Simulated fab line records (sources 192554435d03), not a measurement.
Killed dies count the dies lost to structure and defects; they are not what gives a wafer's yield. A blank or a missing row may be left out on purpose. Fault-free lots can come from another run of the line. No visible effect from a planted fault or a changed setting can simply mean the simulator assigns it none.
Chamber matching || flow n5-finfet || pecvd-02 running N5_BEOL_M7_ILD_DEP_00: 3 sister chambers
The step deposits SiCOH lowk from DEMS/porogen, target thk 179.75 nm, time 33.4 s. 3 wafers are shown with their chamber, then 10 later ones without.

== WAFERS, EACH WITH ITS CHAMBER ==
{"wafer": "L086.2", "chamber": 1, "throttle-valve-pct (%)": 15.0}
{"wafer": "L089.2", "chamber": 2, "throttle-valve-pct (%)": 13.6}
{"wafer": "L089.4", "chamber": 0, "throttle-valve-pct (%)": 14.2}

== WAFERS WITH NO CHAMBER GIVEN ==
{"wafer": "L089.6", "throttle-valve-pct (%)": 13.4}
{"wafer": "L093.3", "throttle-valve-pct (%)": 14.1}
{"wafer": "L093.4", "throttle-valve-pct (%)": 15.1}
{"wafer": "L093.5", "throttle-valve-pct (%)": 14.0}
{"wafer": "L094.4", "throttle-valve-pct (%)": 14.9}
{"wafer": "L094.5", "throttle-valve-pct (%)": 14.2}
{"wafer": "L094.6", "throttle-valve-pct (%)": 13.7}
{"wafer": "L097.1", "throttle-valve-pct (%)": 14.2}
{"wafer": "L097.4", "throttle-valve-pct (%)": 15.4}
{"wafer": "L097.5", "throttle-valve-pct (%)": 13.9}

== WHICH CHAMBER EACH WENT THROUGH ==
{"wafer": "L089.6", "from the rows above": 2, "in truth": 2}
{"wafer": "L093.3", "from the rows above": 0, "in truth": 0}
{"wafer": "L093.4", "from the rows above": 1, "in truth": 1}
{"wafer": "L093.5", "from the rows above": "can't be placed: 0 or 2", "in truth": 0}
{"wafer": "L094.4", "from the rows above": 1, "in truth": 1}
{"wafer": "L094.5", "from the rows above": 0, "in truth": 0}
{"wafer": "L094.6", "from the rows above": 2, "in truth": 2}
{"wafer": "L097.1", "from the rows above": 0, "in truth": 0}
{"wafer": "L097.4", "from the rows above": 1, "in truth": 1}
{"wafer": "L097.5", "from the rows above": "can't be placed: 0 or 2", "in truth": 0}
8 of 10 placed correctly. Cannot be placed on the basis of these rows: 2; the candidates contain the true chamber in 2. Placed wrongly: 0.
How it was worked out, from the rows above alone: a wafer's distance from a chamber is the root of the sum, over the readings, of the square of ((its reading less the chamber's mean) divided by the reading's scatter). The wafer belongs to the nearest chamber; if the next one is less than 2 further off, it can't be placed. The mean given for a chamber averages the wafers shown for that chamber. The scatter: with one shown wafer a chamber, the root of the mean of the squares of how far each hidden wafer lies from its nearest shown one.
